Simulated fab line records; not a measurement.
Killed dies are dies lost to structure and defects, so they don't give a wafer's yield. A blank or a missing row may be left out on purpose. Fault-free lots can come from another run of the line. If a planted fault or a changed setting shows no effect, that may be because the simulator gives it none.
The tool behind it: which one? ; flow n5Finfet ; Sampling: 12 lots, 36 wafers, 2 of 1938 route steps

== WHAT EACH GAUGE READ, for each wafer ==
N5_BEOL_M9_THK_MEAS_01.
lot;measured;on;M9_ILD_THK (nm)
L074;day 9 19:28;filmMetro-01;260 264 266
L077;day 10 13:08;filmMetro-01;265 269 270
L079;day 10 22:33;filmMetro-02;266 270 270
L081;day 12 00:36;filmMetro-01;266 266 271
L083;day 12 06:22;filmMetro-01;274 274 273
L087;day 12 17:28;filmMetro-02;264 266 268
L086;day 12 23:19;filmMetro-02;266 263 268
L089;day 13 16:08;filmMetro-02;263 264 269
L091;day 14 10:10;filmMetro-01;274 269 274
L092;day 14 17:35;filmMetro-02;270 272 269
L097;day 15 06:01;filmMetro-02;271 272 268
L096;day 15 13:41;filmMetro-01;267 264 266

== WHICH TOOL RAN EACH LOT (tool, then ch and the chambers of the sampled wafers, then the start) ==
lot;N5_BEOL_M9_CURE_71
L074;uvCure-03 ch 0, day 9 18:58
L077;uvCure-02 ch 2, day 10 12:41
L079;uvCure-02 ch 1, day 10 22:07
L081;uvCure-01 ch 1, day 12 00:05
L083;uvCure-01 ch 1, day 12 06:01
L087;uvCure-02 ch 0, day 12 17:06
L086;uvCure-03 ch 1, day 12 22:47
L089;uvCure-02 ch 0, day 13 15:42
L091;uvCure-02 ch 1, day 14 09:10
L092;uvCure-03 ch 1, day 14 17:14
L097;uvCure-02 ch 0, day 15 05:35
L096;uvCure-02 ch 1, day 15 13:10
- N5_BEOL_M9_CURE_71: cures SiCOH lowk, time 240 s.

== THE ANSWER, worked out from the rows above alone ==
Rule: usual is defined by the lots themselves. Put in order of their means at a reading, lots are off if they are a third of the lots or fewer, leave a main group of 4 or more, and stand apart from it by a gap of 3 or more times the standard deviation of the main group's means; of several such gaps the widest counts. If all means in a main group match to the digits the tables above print for the reading, that group is not used. A lot without any number at a reading at which 4 lots or more have one is off too. Where the step has rows for the other lots, those lots are counted as sound.
Across all readings shown, no lot is off: no conclusion can be drawn from this.

== WHAT HAD BEEN PUT IN BY THE SIMULATOR ==
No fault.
